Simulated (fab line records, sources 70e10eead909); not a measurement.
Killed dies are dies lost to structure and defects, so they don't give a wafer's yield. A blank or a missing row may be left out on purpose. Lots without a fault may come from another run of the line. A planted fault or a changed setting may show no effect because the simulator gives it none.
A struck lot beside a sound one | flow nand_harc | 14 steps out of a route of 1302
Sound: wafers L882.3, L882.4, L882.6. Struck: wafers L891.1, L891.3. (L891.4 of the same lot was not struck and is left out.) The cause comes at the end.
At each step with rows: each side's tool, then ch and its chambers, then its first start. Under that, the readings that differ: sound wafers | struck wafers | difference of the means | sigmas: that difference in standard deviations of wafers without a fault.
alike: readings whose means differ by less than 2 such deviations, and words and numbers that are the same on both sides. not compared: withheld readings, readings that some wafer has no value for, bounds like >300 that may hide the same value, and numbers for which the record gives no deviation and whose values overlap.
The two part at a step that has a row with sigmas, a row that says differs or no value, or rows on one side only. Numbers that don't overlap but have no deviation are shown without sigmas and don't part them. A reading that every wafer of one side lacks parts them only if that side has two wafers or more.

NHARC_A_ZERO_WELL_INSPECT_17:
  sound on defect_inspect-01, day 12 02:29; struck on defect_inspect-02, day 16 04:01
  alike: raw_defect_count
then, 3 steps without rows for these wafers: NHARC_A_SOURCE_PLATE_PRECLEAN_00 (cleans in HF-LAST, time 60 s); NHARC_A_SOURCE_PLATE_SRD_01; NHARC_A_SOURCE_PLATE_OXIDE_02 (material SiO2, target thk 10 nm, ox time 1362 s).
NHARC_A_SOURCE_PLATE_THK_MEAS_09: measures by ellipsometry.
  sound on film_metro-01, day 12 09:44; struck on film_metro-01, day 16 14:42
  alike: thk_nm
then, 3 steps without rows for these wafers: NHARC_A_SOURCE_PLATE_PVD_04 (deposits WSi2, target thk 50 nm); NHARC_A_SOURCE_PLATE_CVD_03 (deposits poly-Si, target thk 200 nm, time 4000 s); NHARC_A_SOURCE_PLATE_ANNEAL_05 (time 1800 s).
NHARC_A_SOURCE_PLATE_THK_MEAS_06: measures by ellipsometry.
  sound on film_metro-02, day 12 22:49; struck on film_metro-01, day 17 03:50
  alike: thk_nm
NHARC_A_SOURCE_PLATE_INSPECT_08:
  sound on defect_inspect-01, day 12 22:56; struck on defect_inspect-02, day 17 03:53
  alike: raw_defect_count
NHARC_A_ONON_D1_DEP_00: target thk 1000 nm.
  sound on pecvd_onon-03 ch 0, day 12 23:07; struck on pecvd_onon-03 ch 0, day 17 03:58
NHARC_A_ONON_D1_THK_MEAS_02: measures by ellipsometry.
  sound on film_metro-01, day 12 23:30; struck on film_metro-01, day 17 04:29
  reading     | sound       | struck    | difference | sigmas
  thk_nm (nm) | 997 995 996 | 1051 1051 | +55        | +5
then, 1 step without rows for these wafers: NHARC_A_ONON_D1_DEP_03 (target thk 1000 nm).
-- the record jumps here: 17 days lie between the struck wafers' starts before and after (it left off in module A_ONON_D1 and takes up again in module END, whose first step shown is number 1302 of the route) --
NHARC_END_SORT_01:
  sound on prober-02 ch 0, day 29 11:59; struck on prober-02 ch 0, day 34 08:21
  reading         | sound    | struck  | difference | sigmas
  killed_at_array | 52 41 38 | 643 617 | +586       | +37
  killed_dies     | 56 43 45 | 643 626 | +586       | +37
  alike: killed_at_other, killed_at_periphery, killed_open, killed_short

WHERE THEY PART
First at NHARC_A_ONON_D1_THK_MEAS_02; last, within this record, at NHARC_END_SORT_01.

WHY: what the simulator had put in
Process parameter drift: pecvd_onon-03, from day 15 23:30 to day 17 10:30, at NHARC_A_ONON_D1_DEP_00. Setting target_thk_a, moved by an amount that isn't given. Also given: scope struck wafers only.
